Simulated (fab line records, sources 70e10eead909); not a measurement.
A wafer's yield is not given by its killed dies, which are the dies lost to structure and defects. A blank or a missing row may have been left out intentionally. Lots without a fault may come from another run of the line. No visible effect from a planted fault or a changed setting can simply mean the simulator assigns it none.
fab line records	flow nand_harc
record: lots: 14	wafers: 42	last_day: 33
route steps=1302 shown A_DECK1_JOINT@527 A_ONON_D2@550 END@1302
lots that met no fault: from a run of the same line without faults
start_h: hours from the record's first day to the start of the lot's first wafer shown	wait_h: hours since the lot's step before	" same as the row above	L1.1+2: a single row standing in for several wafers	- no value, or no start given	* or withheld: withheld	< > ~ a bound
route shown NAME@n: a module of which the file shows steps, and the number in the route of the first	usual: mean and standard deviation over wafers with no fault	same: alike in all rows	chamber/n: place in a boat	sites: per-site readings	_std_site: the values' standard deviation	_edge_site: outer sites' mean less inner sites'	radius_mm: for every site, how far away it sits from the centre of the wafer	mask NAME#n: copy n	behind: tool/chamber where the wafer was last shaped	hold: why the lot was held/for how many hours/how that ended	device: the transistor (n, p or np) that didn't switch	end of line: the tests these same wafers got at the end of their route	a step without rows: its recipe alone	killed: at the first sort, the dies lost to defects and structure; wafer yield is something else	map: per-die view of a wafer (x killed, . not killed, _ where there is no die)
set.NAME: setting as actually run; set.NAME@STEP: the setting as run at that earlier step	model.NAME: the simulator's own value behind a step, which no gauge read
a sample of lots followed through the steps of the route, with each step as a table and each wafer as a row
services: from which hour (start_h, from the record's first day; less than 0 if before it) a tool's chamber was out of use, for how many hours, and why
== steps ==
step: NHARC_A_DECK1_JOINT_CMP_13
recipe: target_thk_nm: 51.023
usual: motor_current_A: 11.5/0.97	time_to_endpoint_s: 9.2/1.8
lot.wafer	tool	chamber	start_h	wait_h	motor_current_A	time_to_endpoint_s
L993.3	cmp-01	0	241.38	0.4	12.2	10.4
L993.1	"	1	"	"	12.7	10.4
L993.6	"	1	"	"	12.7	9.8
L994.3	cmp-03	0	251.89	0.4	9.9	10.6
L994.4	"	2	"	"	10.8	13.7
L994.2	"	3	"	"	11.5	10.0
L996.1	cmp-01	1	279.83	0.4	13.3	12.3
L996.4	"	2	"	"	11.2	12.2
L996.5	"	2	"	"	11.0	10.1
L997.2	cmp-01	3	283.31	0.4	11.2	8.6
L997.3	"	1	"	"	13.7	10.5
L997.5	"	3	"	"	10.1	10.4
L999.2	cmp-01	3	302.67	0.4	10.2	8.0
L999.1	"	0	"	"	12.0	9.8
L999.5	"	2	"	"	11.4	9.3
L101.4	cmp-01	1	329.80	0.4	12.9	8.5
L101.1	"	0	"	"	12.4	8.9
L101.6	"	2	"	"	11.1	11.0
L104.2	cmp-03	1	355.93	0.4	11.9	8.2
L104.5	"	1	"	"	12.7	8.0
L104.6	"	2	"	"	10.3	9.6
L108.3	cmp-01	2	408.58	0.4	11.6	12.2
L108.4	"	3	"	"	10.9	8.9
L108.1	"	0	"	"	11.5	10.9
L110.3	cmp-01	2	422.37	0.4	11.4	9.1
L110.1	"	3	"	"	10.6	6.4
L110.4	"	1	"	"	13.6	8.5
L109.4	cmp-03	0	422.45	0.4	9.9	8.6
L109.5	"	1	"	"	12.2	6.9
L109.6	"	2	"	"	11.0	10.0
L111.2	cmp-03	0	434.49	0.4	9.9	7.9
L111.4	"	1	"	"	12.1	7.1
L111.6	"	0	"	"	9.9	6.9
L115.1	cmp-04	1	461.68	0.4	10.7	12.3
L115.5	"	0	"	"	10.4	9.4
L115.6	"	1	"	"	10.7	10.7
L112.1	cmp-03	0	465.55	0.4	10.1	6.3
L112.5	"	0	"	"	9.8	8.0
L112.6	"	1	"	"	12.1	6.9
L116.1	cmp-04	2	475.54	0.4	10.8	7.8
L116.2	"	0	"	"	10.8	8.3
L116.6	"	2	"	"	10.6	6.7
step: NHARC_A_ONON_D2_THK_MEAS_08
recipe: thk_meas_gauge: ellipsometry
usual: thk_nm: 1003/11
lot.wafer	tool	chamber	start_h	wait_h	thk_nm
L993.1	film_metro-01	-	263.89	-	989
L993.3	"	-	"	"	989
L993.6	"	-	"	"	988
L994.2	film_metro-01	-	281.57	-	1007
L994.3	"	-	"	"	1007
L994.4	"	-	"	"	1009
L997.2	film_metro-01	-	304.07	-	1001
L997.3	"	-	"	"	999
L997.5	"	-	"	"	1000
L996.1	film_metro-01	-	304.08	-	987
L996.4	"	-	"	"	988
L996.5	"	-	"	"	987
L999.1	film_metro-02	-	330.34	-	1006
L999.2	"	-	"	"	1005
L999.5	"	-	"	"	1006
L101.1	film_metro-01	-	354.82	-	1006
L101.4	"	-	"	"	1005
L101.6	"	-	"	"	1006
L104.2	film_metro-01	-	383.20	-	994
L104.5	"	-	"	"	997
L104.6	"	-	"	"	994
L108.1	film_metro-01	-	431.30	-	1002
L108.3	"	-	"	"	1000
L108.4	"	-	"	"	1001
L109.4	film_metro-01	-	449.56	-	998
L109.5	"	-	"	"	995
L109.6	"	-	"	"	997
L110.1	film_metro-02	-	449.58	-	1012
L110.3	"	-	"	"	1010
L110.4	"	-	"	"	1012
L111.2	film_metro-02	-	460.75	-	998
L111.4	"	-	"	"	997
L111.6	"	-	"	"	998
L115.1	film_metro-02	-	492.16	-	998
L115.5	"	-	"	"	998
L115.6	"	-	"	"	1001
L112.1	film_metro-01	-	492.18	-	993
L112.5	"	-	"	"	990
L112.6	"	-	"	"	990
L116.1	film_metro-01	-	501.71	-	1000
L116.2	"	-	"	"	1001
L116.6	"	-	"	"	1000
step: NHARC_A_ONON_D2_DEP_28
recipe: target_thk_a: 10000	n2_flow_sccm: 2750	n2o_flow_sccm: 2000	nh3_flow_sccm: 500	sih4_flow_sccm: 210	temp_c: 400
usual: sih4_flow_sccm: 209.8/0.65
lot.wafer	tool	chamber	start_h	wait_h	sih4_flow_sccm
L993.1	pecvd_onon-02	0	274.06	0.1	210.4
L993.3	"	0	"	"	210.5
L993.6	"	0	"	"	210.7
L994.2	pecvd_onon-04	0	292.58	0.1	211.2
L994.3	"	0	"	"	210.9
L994.4	"	0	"	"	209.6
L996.1	pecvd_onon-03	0	314.33	0.1	209.9
L996.4	"	0	"	"	209.9
L996.5	"	0	"	"	210.8
L997.2	pecvd_onon-02	0	314.41	0.1	209.4
L997.3	"	0	"	"	209.5
L997.5	"	0	"	"	210.0
L999.1	pecvd_onon-02	0	340.65	0.1	210.7
L999.2	"	0	"	"	209.8
L999.5	"	0	"	"	210.4
L101.1	pecvd_onon-03	0	365.07	0.1	210.2
L101.4	"	0	"	"	210.3
L101.6	"	0	"	"	209.9
L104.2	pecvd_onon-03	0	394.35	0.1	210.8
L104.5	"	0	"	"	210.6
L104.6	"	0	"	"	210.0
L108.1	pecvd_onon-02	0	443.38	0.1	210.9
L108.3	"	0	"	"	210.1
L108.4	"	0	"	"	210.2
L110.1	pecvd_onon-03	0	459.90	0.1	210.3
L110.3	"	0	"	"	210.1
L110.4	"	0	"	"	209.5
L109.4	pecvd_onon-04	0	460.31	0.2	210.3
L109.5	"	0	"	"	211.0
L109.6	"	0	"	"	210.1
L111.2	pecvd_onon-02	0	471.06	0.1	210.1
L111.4	"	0	"	"	209.1
L111.6	"	0	"	"	209.8
L112.1	pecvd_onon-03	0	502.58	0.1	209.3
L112.5	"	0	"	"	209.2
L112.6	"	0	"	"	208.7
L115.1	pecvd_onon-02	0	502.79	0.1	210.0
L115.5	"	0	"	"	209.3
L115.6	"	0	"	"	208.9
L116.1	pecvd_onon-03	0	516.48	0.1	210.0
L116.2	"	0	"	"	210.0
L116.6	"	0	"	"	209.5
step: NHARC_A_ONON_D2_THK_MEAS_30
recipe: thk_meas_gauge: ellipsometry
usual: thk_nm: 1000/10
lot.wafer	tool	chamber	start_h	wait_h	thk_nm
L993.1	film_metro-01	-	274.58	-	985
L993.3	"	-	"	"	984
L993.6	"	-	"	"	985
L994.2	film_metro-01	-	293.03	-	993
L994.3	"	-	"	"	992
L994.4	"	-	"	"	991
L996.1	film_metro-01	-	314.83	-	1000
L996.4	"	-	"	"	1002
L996.5	"	-	"	"	1000
L997.2	film_metro-01	-	314.86	-	993
L997.3	"	-	"	"	994
L997.5	"	-	"	"	994
L999.1	film_metro-01	-	341.16	-	993
L999.2	"	-	"	"	992
L999.5	"	-	"	"	994
L101.1	film_metro-02	-	365.59	-	332
L101.4	"	-	"	"	330
L101.6	"	-	"	"	331
L104.2	film_metro-02	-	394.80	-	317
L104.5	"	-	"	"	317
L104.6	"	-	"	"	316
L108.1	film_metro-01	-	443.88	-	1012
L108.3	"	-	"	"	1010
L108.4	"	-	"	"	1010
L110.1	film_metro-01	-	460.41	-	989
L110.3	"	-	"	"	988
L110.4	"	-	"	"	987
L109.4	film_metro-02	-	460.65	-	1018
L109.5	"	-	"	"	1018
L109.6	"	-	"	"	1019
L111.2	film_metro-01	-	471.51	-	994
L111.4	"	-	"	"	994
L111.6	"	-	"	"	997
L112.1	film_metro-02	-	503.08	-	993
L112.5	"	-	"	"	995
L112.6	"	-	"	"	995
L115.1	film_metro-02	-	503.30	-	1012
L115.5	"	-	"	"	1011
L115.6	"	-	"	"	1013
L116.1	film_metro-01	-	516.99	-	1001
L116.2	"	-	"	"	1001
L116.6	"	-	"	"	1000
step: NHARC_END_SORT_01
recipe: temp_c: 25
usual: killed_at_array: 52/16	killed_at_other: 0.8/1.1	killed_at_periphery: 4.2/2.5	killed_dies: 57/16	killed_open: 3.4/2	killed_short: 2.6/1.6
same: gross_dies: 677
lot.wafer	tool	chamber	start_h	wait_h	killed_at_array	killed_at_other	killed_at_periphery	killed_dies	killed_open	killed_short
L993.1	prober-02	0	560.48	2.5	60	1	3	64	1	4
L993.3	prober-02	0	562.07	3.1	50	2	6	58	2	4
L993.6	prober-02	0	564.46	4.0	62	1	3	66	2	0
L996.1	prober-02	0	594.66	2.5	45	0	1	46	2	3
L996.4	prober-02	0	597.06	3.4	31	0	5	36	2	6
L996.5	prober-02	0	597.86	3.7	42	0	5	47	0	2
L994.2	prober-01	0	595.53	2.8	34	2	3	39	4	0
L994.3	prober-01	0	596.34	3.1	61	2	5	68	2	1
L994.4	prober-01	0	597.15	3.4	36	1	4	41	2	3
L997.2	prober-02	0	603.33	2.8	60	0	2	62	3	2
L997.3	prober-02	0	604.12	3.1	55	0	2	57	2	2
L997.5	prober-02	0	605.71	3.7	48	0	4	52	4	2
L999.1	prober-01	0	612.03	2.5	20	1	2	23	4	0
L999.2	prober-01	0	612.83	2.8	22	0	3	25	9	0
L999.5	prober-01	0	615.22	3.7	19	0	3	22	2	5
L101.1	prober-02	0	634.31	2.5	669	5	3	677	3	3
L101.4	prober-02	0	636.68	3.4	668	5	4	677	3	2
L101.6	prober-02	0	638.26	4.0	668	4	5	677	7	6
L104.2	prober-01	0	669.38	2.8	676	0	1	677	2	2
L104.5	prober-01	0	671.79	3.7	670	3	4	677	2	1
L104.6	prober-01	0	672.59	4.0	668	0	9	677	4	2
L108.1	prober-02	0	708.25	2.5	64	0	6	70	4	5
L108.3	prober-02	0	709.86	3.1	59	0	6	65	2	4
L108.4	prober-02	0	710.67	3.4	47	1	4	52	3	5
L110.1	prober-02	0	742.85	2.5	58	2	5	65	8	3
L110.3	prober-02	0	744.47	3.1	44	0	8	52	6	4
L110.4	prober-02	0	745.28	3.4	54	1	3	58	4	4
L109.4	prober-01	0	745.34	3.4	47	3	7	57	9	5
L109.5	prober-01	0	746.14	3.7	55	1	5	61	6	6
L109.6	prober-01	0	746.95	4.0	44	1	5	50	3	4
L111.2	prober-02	0	752.75	2.8	73	1	5	79	3	0
L111.4	prober-02	0	754.35	3.4	77	0	8	85	4	3
L111.6	prober-02	0	755.94	4.0	69	0	12	81	5	2
L115.1	prober-02	0	773.76	2.5	55	0	3	58	4	2
L115.5	prober-02	0	776.95	3.7	65	0	6	71	4	1
L115.6	prober-02	0	777.75	4.0	68	0	5	73	2	4
L112.1	prober-01	0	777.15	2.6	35	0	6	41	5	1
L112.5	prober-01	0	780.31	3.7	53	0	3	56	4	2
L112.6	prober-01	0	781.10	3.9	42	0	6	48	8	3
L116.1	prober-02	0	788.64	2.6	51	0	2	53	3	6
L116.2	prober-02	0	789.44	2.8	58	0	2	60	7	3
L116.6	prober-02	0	792.65	4.0	55	0	1	56	5	2
killed by level:class
L993.1 A_SLIT:chamber_film_flake=22 A_CHANNEL_HOLE_D2:chamber_film_flake=21 A_STAIRCASE:chamber_film_flake=5 A_WL_FILL:chamber_film_flake=3 A_CONTACT:chamber_film_flake=3 P_M2:chamber_film_flake=2 P_M0:geometric_particle:open=1 A_CHANNEL_FILL_D1:geometric_particle:short=1
L993.3 A_CHANNEL_HOLE_D2:chamber_film_flake=23 A_SLIT:chamber_film_flake=13 P_M2:chamber_film_flake=5 A_STAIRCASE:chamber_film_flake=3 A_WL_FILL:chamber_film_flake=3 A_CONTACT:chamber_film_flake=3 A_ONON_D1:geometric_particle:short=2 THIN_TSV:chamber_film_flake=2
L993.6 A_CHANNEL_HOLE_D2:chamber_film_flake=33 A_SLIT:chamber_film_flake=14 A_STAIRCASE:chamber_film_flake=4 A_WL_FILL:chamber_film_flake=4 A_ZERO_WELL:chamber_film_flake=2 A_DECK1_JOINT:chamber_film_flake=2 A_CONTACT:chamber_film_flake=2 P_M0:geometric_particle:open=1
L996.1 A_CHANNEL_HOLE_D2:chamber_film_flake=31 A_CHANNEL_FILL_D2:geometric_particle:short=2 A_DECK1_JOINT:chamber_film_flake=2 A_SLIT:chamber_film_flake=2 A_CONTACT:chamber_film_flake=2 A_DECK1_JOINT:geometric_particle:open=1 A_ONON_D2:geometric_particle:short=1 A_CONTACT:geometric_particle:open=1
L994.2 A_CHANNEL_HOLE_D1:chamber_film_flake=16 A_CHANNEL_HOLE_D2:chamber_film_flake=12 P_GATE:chamber_film_flake=2 THIN_TSV:chamber_film_flake=2 P_M2:geometric_particle:open=1 A_CHANNEL_FILL_D1:geometric_particle:open=1 A_CONTACT:geometric_particle:open=1 A_BLC:geometric_particle:open=1
L994.3 A_CHANNEL_HOLE_D2:chamber_film_flake=23 A_CHANNEL_HOLE_D1:chamber_film_flake=21 P_GATE:chamber_film_flake=4 A_BONDPAD:chamber_film_flake=3 A_STAIRCASE:chamber_film_flake=3 A_CHANNEL_FILL_D1:chamber_film_flake=2 A_WL_FILL:chamber_film_flake=2 A_CONTACT:chamber_film_flake=2
L996.4 A_CHANNEL_HOLE_D2:chamber_film_flake=21 P_GATE:chamber_film_flake=3 A_CHANNEL_FILL_D2:geometric_particle:short=2 A_CHANNEL_HOLE_D1:chamber_film_flake=2 P_CONTACT:geometric_particle:short=1 P_M0:geometric_particle:short=1 A_SGD_CUT:geometric_particle:short=1 A_SGD_CUT:geometric_particle:open=1
L994.4 A_CHANNEL_HOLE_D2:chamber_film_flake=14 A_CHANNEL_HOLE_D1:chamber_film_flake=13 P_GATE:chamber_film_flake=3 A_STAIRCASE:chamber_film_flake=2 P_CONTACT:geometric_particle:open=1 A_ONON_D1:geometric_particle:short=1 A_CHANNEL_FILL_D1:geometric_particle:short=1 A_DECK1_JOINT:geometric_particle:short=1
L996.5 A_CHANNEL_HOLE_D2:chamber_film_flake=30 A_CONTACT:chamber_film_flake=4 P_GATE:chamber_film_flake=3 A_CHANNEL_HOLE_D1:chamber_film_flake=2 A_WL_FILL:chamber_film_flake=2 A_CONTACT:unspecified=2 P_CONTACT:geometric_particle:short=1 A_WL_FILL:geometric_particle:short=1
L997.2 A_CHANNEL_HOLE_D1:chamber_film_flake=24 A_SLIT:chamber_film_flake=23 A_SGD_CUT:chamber_film_flake=3 A_CHANNEL_HOLE_D2:chamber_film_flake=2 A_CHANNEL_FILL_D2:chamber_film_flake=2 A_CONTACT:chamber_film_flake=2 P_STI:geometric_particle:short=1 P_CONTACT:geometric_particle:open=1
L997.3 A_CHANNEL_HOLE_D1:chamber_film_flake=24 A_SLIT:chamber_film_flake=19 A_CHANNEL_HOLE_D2:chamber_film_flake=4 A_SGD_CUT:chamber_film_flake=3 A_CONTACT:chamber_film_flake=2 P_M0:geometric_particle:open=1 A_CHANNEL_HOLE_D1:geometric_particle:open=1 A_CHANNEL_HOLE_D1:geometric_particle:short=1
L997.5 A_CHANNEL_HOLE_D1:chamber_film_flake=17 A_SLIT:chamber_film_flake=16 A_CONTACT:chamber_film_flake=4 P_GATE:chamber_film_flake=3 A_CHANNEL_HOLE_D2:chamber_film_flake=3 P_GATE:geometric_particle:open=1 A_ONON_D1:geometric_particle:short=1 A_CHANNEL_FILL_D1:geometric_particle:short=1
L999.1 A_CHANNEL_HOLE_D2:chamber_film_flake=11 A_CHANNEL_HOLE_D1:chamber_film_flake=2 A_STAIRCASE:chamber_film_flake=2 P_GATE:geometric_particle:open=1 A_CHANNEL_HOLE_D1:geometric_particle:open=1 A_CHANNEL_FILL_D1:geometric_particle:open=1 A_WL_FILL:geometric_particle:open=1 P_ZERO_WELL:chamber_film_flake=1
L999.2 A_CHANNEL_HOLE_D2:chamber_film_flake=5 A_CHANNEL_FILL_D2:chamber_film_flake=4 A_CONTACT:chamber_film_flake=3 A_CHANNEL_FILL_D1:geometric_particle:open=2 A_WL_FILL:geometric_particle:open=2 A_M1:geometric_particle:open=2 A_M1:chamber_film_flake=2 P_STI:geometric_particle:open=1
L999.5 A_CHANNEL_HOLE_D2:chamber_film_flake=7 A_CHANNEL_FILL_D1:geometric_particle:short=3 P_ZERO_WELL:chamber_film_flake=2 A_CHANNEL_FILL_D2:chamber_film_flake=2 A_STAIRCASE:chamber_film_flake=2 P_CONTACT:geometric_particle:short=1 A_ONON_D1:geometric_particle:short=1 A_ONON_D1:geometric_particle:open=1
L101.1 A_ONON_D2:area_dep=611 A_CHANNEL_HOLE_D1:chamber_film_flake=32 A_CHANNEL_HOLE_D2:chamber_film_flake=12 THIN_TSV:chamber_film_flake=5 A_STAIRCASE:chamber_film_flake=4 A_CHANNEL_FILL_D2:geometric_particle:short=3 A_CONTACT:chamber_film_flake=3 A_DECK1_JOINT:geometric_particle:open=2
L101.4 A_ONON_D2:area_dep=626 A_CHANNEL_HOLE_D1:chamber_film_flake=18 A_CHANNEL_HOLE_D2:chamber_film_flake=8 THIN_TSV:chamber_film_flake=5 A_CONTACT:chamber_film_flake=4 A_STAIRCASE:chamber_film_flake=4 P_GATE:geometric_particle:open=2 P_STI:chamber_film_flake=2
L101.6 A_ONON_D2:area_dep=623 A_CHANNEL_HOLE_D1:chamber_film_flake=20 A_CHANNEL_HOLE_D2:chamber_film_flake=8 A_STAIRCASE:chamber_film_flake=4 THIN_TSV:chamber_film_flake=4 A_CHANNEL_FILL_D1:chamber_film_flake=3 A_CHANNEL_FILL_D2:geometric_particle:short=2 A_BLC:geometric_particle:open=2
L104.2 A_ONON_D2:area_dep=630 A_SLIT:chamber_film_flake=21 A_CHANNEL_HOLE_D2:chamber_film_flake=11 A_CHANNEL_HOLE_D1:chamber_film_flake=3 A_WL_FILL:chamber_film_flake=3 A_WL_FILL:geometric_particle:short=2 A_STAIRCASE:chamber_film_flake=2 A_BLC:geometric_particle:open=1
L104.5 A_ONON_D2:area_dep=623 A_SLIT:chamber_film_flake=23 A_CHANNEL_HOLE_D2:chamber_film_flake=11 A_STAIRCASE:chamber_film_flake=4 P_CONTACT:chamber_film_flake=3 A_CHANNEL_HOLE_D1:chamber_film_flake=3 THIN_TSV:chamber_film_flake=3 A_CONTACT:chamber_film_flake=2
L104.6 A_ONON_D2:area_dep=610 A_SLIT:chamber_film_flake=33 A_CHANNEL_HOLE_D2:chamber_film_flake=7 A_STAIRCASE:chamber_film_flake=5 P_BONDPAD:chamber_film_flake=3 A_WL_FILL:chamber_film_flake=3 P_STI:chamber_film_flake=2 A_CHANNEL_HOLE_D1:chamber_film_flake=2
L108.1 A_SLIT:chamber_film_flake=22 A_CHANNEL_HOLE_D2:chamber_film_flake=14 A_STAIRCASE:chamber_film_flake=7 A_CHANNEL_HOLE_D1:chamber_film_flake=6 A_CONTACT:chamber_film_flake=4 A_DECK1_JOINT:chamber_film_flake=3 A_CHANNEL_FILL_D1:geometric_particle:short=2 P_ZERO_WELL:chamber_film_flake=2
L108.3 A_SLIT:chamber_film_flake=32 A_STAIRCASE:chamber_film_flake=8 A_CHANNEL_HOLE_D1:chamber_film_flake=6 A_CHANNEL_HOLE_D2:chamber_film_flake=5 P_ZERO_WELL:chamber_film_flake=2 A_CONTACT:chamber_film_flake=2 P_STI:geometric_particle:short=1 P_CONTACT:geometric_particle:open=1
L108.4 A_SLIT:chamber_film_flake=20 A_CHANNEL_HOLE_D2:chamber_film_flake=9 A_STAIRCASE:chamber_film_flake=5 A_CONTACT:chamber_film_flake=4 P_ZERO_WELL:chamber_film_flake=2 P_GATE:geometric_particle:short=1 P_CONTACT:geometric_particle:open=1 A_DECK1_JOINT:geometric_particle:open=1
L110.1 A_CHANNEL_HOLE_D1:chamber_film_flake=34 A_STAIRCASE:chamber_film_flake=5 A_CONTACT:chamber_film_flake=5 A_SLIT:chamber_film_flake=4 P_ZERO_WELL:chamber_film_flake=2 P_M2:chamber_film_flake=2 P_M0:geometric_particle:open=1 A_ONON_D1:geometric_particle:open=1
L110.3 A_CHANNEL_HOLE_D1:chamber_film_flake=17 A_STAIRCASE:chamber_film_flake=12 A_CONTACT:chamber_film_flake=5 A_SLIT:chamber_film_flake=3 A_ONON_D1:geometric_particle:short=2 P_ZERO_WELL:chamber_film_flake=2 P_M2:chamber_film_flake=2 P_CONTACT:geometric_particle:open=1
L110.4 A_CHANNEL_HOLE_D1:chamber_film_flake=26 A_STAIRCASE:chamber_film_flake=11 A_SLIT:chamber_film_flake=6 P_M2:chamber_film_flake=3 A_CONTACT:chamber_film_flake=2 A_CHANNEL_HOLE_D1:geometric_particle:short=1 A_DECK1_JOINT:geometric_particle:short=1 A_ONON_D2:geometric_particle:open=1
L109.4 A_CHANNEL_HOLE_D2:chamber_film_flake=20 A_CHANNEL_FILL_D1:chamber_film_flake=5 A_SLIT:chamber_film_flake=5 P_M0:geometric_particle:open=2 A_ONON_D1:geometric_particle:short=2 A_CHANNEL_FILL_D1:geometric_particle:open=2 A_WL_FILL:geometric_particle:open=2 P_STI:chamber_film_flake=2
L109.5 A_CHANNEL_HOLE_D2:chamber_film_flake=17 A_CHANNEL_HOLE_D1:chamber_film_flake=7 A_SLIT:chamber_film_flake=7 A_SGD_CUT:chamber_film_flake=6 A_WL_FILL:geometric_particle:short=4 P_CONTACT:geometric_particle:open=2 P_STI:chamber_film_flake=2 A_CHANNEL_FILL_D1:chamber_film_flake=2
L109.6 A_CHANNEL_HOLE_D2:chamber_film_flake=17 A_CHANNEL_HOLE_D1:chamber_film_flake=10 A_SLIT:chamber_film_flake=5 A_DECK1_JOINT:chamber_film_flake=3 P_CONTACT:geometric_particle:open=2 P_GATE:chamber_film_flake=2 A_SGD_CUT:chamber_film_flake=2 A_CHANNEL_FILL_D1:geometric_particle:short=1
L111.2 A_CHANNEL_HOLE_D1:chamber_film_flake=36 A_CHANNEL_HOLE_D2:chamber_film_flake=24 A_SLIT:chamber_film_flake=5 A_CONTACT:chamber_film_flake=4 P_M1:chamber_film_flake=2 A_ONON_D1:geometric_particle:open=1 A_CHANNEL_FILL_D1:geometric_particle:open=1 A_DECK1_JOINT:geometric_particle:open=1
L111.4 A_CHANNEL_HOLE_D1:chamber_film_flake=33 A_CHANNEL_HOLE_D2:chamber_film_flake=21 A_SLIT:chamber_film_flake=8 P_M1:chamber_film_flake=6 A_WL_FILL:chamber_film_flake=3 A_CONTACT:chamber_film_flake=3 A_CHANNEL_HOLE_D2:geometric_particle:open=2 A_ZERO_WELL:chamber_film_flake=2
L111.6 A_CHANNEL_HOLE_D1:chamber_film_flake=38 A_CHANNEL_HOLE_D2:chamber_film_flake=21 P_GATE:chamber_film_flake=4 P_M1:chamber_film_flake=4 A_CONTACT:chamber_film_flake=2 P_GATE:geometric_particle:open=1 P_M0:geometric_particle:open=1 P_M1:geometric_particle:open=1
L115.1 A_SLIT:chamber_film_flake=33 A_CONTACT:chamber_film_flake=7 A_CHANNEL_HOLE_D1:chamber_film_flake=6 P_STI:chamber_film_flake=2 A_M0:chamber_film_flake=2 P_GATE:geometric_particle:short=1 A_CHANNEL_FILL_D1:geometric_particle:open=1 A_ONON_D2:geometric_particle:open=1
L115.5 A_SLIT:chamber_film_flake=27 A_CONTACT:chamber_film_flake=16 A_CHANNEL_HOLE_D1:chamber_film_flake=13 P_STI:chamber_film_flake=4 A_CHANNEL_FILL_D1:chamber_film_flake=3 P_GATE:geometric_particle:open=1 A_ONON_D1:geometric_particle:open=1 A_CHANNEL_HOLE_D1:geometric_particle:open=1
L112.1 A_CHANNEL_HOLE_D2:chamber_film_flake=18 A_SLIT:chamber_film_flake=4 A_CONTACT:chamber_film_flake=3 P_M0:geometric_particle:open=2 P_GATE:chamber_film_flake=2 A_CHANNEL_HOLE_D1:unspecified=2 A_CHANNEL_HOLE_D1:chamber_film_flake=2 P_M2:geometric_particle:open=1
L115.6 A_SLIT:chamber_film_flake=32 A_CONTACT:chamber_film_flake=16 A_CHANNEL_HOLE_D1:chamber_film_flake=10 P_STI:chamber_film_flake=3 A_CHANNEL_HOLE_D1:geometric_particle:open=1 A_ONON_D2:geometric_particle:short=1 A_CHANNEL_FILL_D2:geometric_particle:short=1 A_WL_FILL:geometric_particle:short=1
L112.5 A_CHANNEL_HOLE_D2:chamber_film_flake=30 A_SLIT:chamber_film_flake=8 A_CHANNEL_HOLE_D1:unspecified=5 P_GATE:chamber_film_flake=2 A_M0:chamber_film_flake=2 A_CHANNEL_FILL_D1:geometric_particle:open=1 A_CHANNEL_FILL_D1:geometric_particle:short=1 A_CHANNEL_FILL_D2:geometric_particle:short=1
L112.6 A_CHANNEL_HOLE_D2:chamber_film_flake=25 P_GATE:chamber_film_flake=3 A_CHANNEL_HOLE_D1:unspecified=3 A_SLIT:chamber_film_flake=3 A_CHANNEL_FILL_D1:geometric_particle:short=2 A_STAIRCASE:chamber_film_flake=2 P_STI:geometric_particle:open=1 P_CONTACT:geometric_particle:open=1
L116.1 A_CHANNEL_HOLE_D2:chamber_film_flake=22 A_CONTACT:chamber_film_flake=9 A_SLIT:chamber_film_flake=7 A_ONON_D1:geometric_particle:short=2 A_CHANNEL_HOLE_D1:geometric_particle:short=2 A_WL_FILL:chamber_film_flake=2 P_CONTACT:geometric_particle:short=1 A_DECK1_JOINT:geometric_particle:short=1
L116.2 A_CHANNEL_HOLE_D2:chamber_film_flake=16 A_SLIT:chamber_film_flake=14 A_CONTACT:chamber_film_flake=9 A_STAIRCASE:chamber_film_flake=3 A_WL_FILL:chamber_film_flake=3 A_CHANNEL_FILL_D1:chamber_film_flake=2 P_STI:geometric_particle:open=1 P_CONTACT:geometric_particle:open=1
L116.6 A_CHANNEL_HOLE_D2:chamber_film_flake=26 A_SLIT:chamber_film_flake=11 A_CONTACT:chamber_film_flake=6 A_CHANNEL_HOLE_D1:chamber_film_flake=2 P_M1:geometric_particle:open=1 A_CHANNEL_HOLE_D1:geometric_particle:open=1 A_CHANNEL_FILL_D2:geometric_particle:open=1 A_CHANNEL_FILL_D2:geometric_particle:short=1
== services ==
tool	chamber	start_h	hours	kind
cmp-03	-	218.32	3.2	repair
pecvd_onon-03	-	227.00	13.0	pm
cmp-04	-	228.53	3.6	repair
cmp-04	-	242.83	1.6	repair
cmp-03	-	260.05	4.0	pm
cmp-04	-	263.76	4.8	repair
cmp-01	-	283.50	4.0	pm
cmp-03	-	300.79	0.4	repair
cmp-04	-	307.11	4.0	pm
pecvd_onon-04	-	311.54	13.0	pm
cmp-01	-	312.69	1.3	repair
cmp-04	-	314.06	2.3	repair
cmp-04	-	355.50	1.8	repair
cmp-03	-	358.05	4.0	pm
pecvd_onon-02	-	366.16	13.0	pm
cmp-01	-	381.50	4.0	pm
pecvd_onon-03	-	408.00	13.0	pm
cmp-01	-	417.64	1.4	repair
cmp-03	-	426.25	1.3	repair
cmp-03	-	447.66	1.4	repair
cmp-03	-	456.08	4.0	pm
cmp-01	-	479.50	4.0	pm
cmp-03	-	488.74	2.6	repair
cmp-01	-	490.56	1.0	repair
== key ==
first_sign: step: NHARC_A_ONON_D2_THK_MEAS_30	reading: thk_nm	direction: down	sigmas: 66	usual: 1000	struck: 324
effect: step: NHARC_END_SORT_01	reading: killed_at_array	direction: up	sigmas: 39	usual: 52	struck: 670
more_kills_born_at: NHARC_A_ONON_D2_DEP_28@pecvd_onon-03: 3723
met_at NHARC_A_ONON_D2_DEP_28
struck_lots L101,L104
struck_wafers L101.1,L101.4,L101.6,L104.2,L104.5,L104.6
later_rows_left_out L101.1,L101.4,L101.6,L104.2,L104.5,L104.6
tester_left_out L101,L104
not_acting_at NHARC_A_DECK1_JOINT_CMP_13,NHARC_A_ONON_D2_THK_MEAS_08
onset_between 314.33 365.07
fault: kind: process_parameter_drift	tool: pecvd_onon-03	chamber: 0	onset_h: 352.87	steps: NHARC_A_ONON_D2_DEP_28	channel: target_thk_a	offset: *	shape: step	end_h: 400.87	acts_in: *	stated: *
tester_left_out: of these lots the tester's yield and bins aren't shown, on N5 and GAA mostly nor the transistor test; their killed dies are dies lost to structure and defects alone, not to doping, threshold or leakage, so they don't give the yield
later_rows_left_out: the simulator's readings of these wafers behind a module that went badly wrong aren't trusted and aren't shown, but for the sort
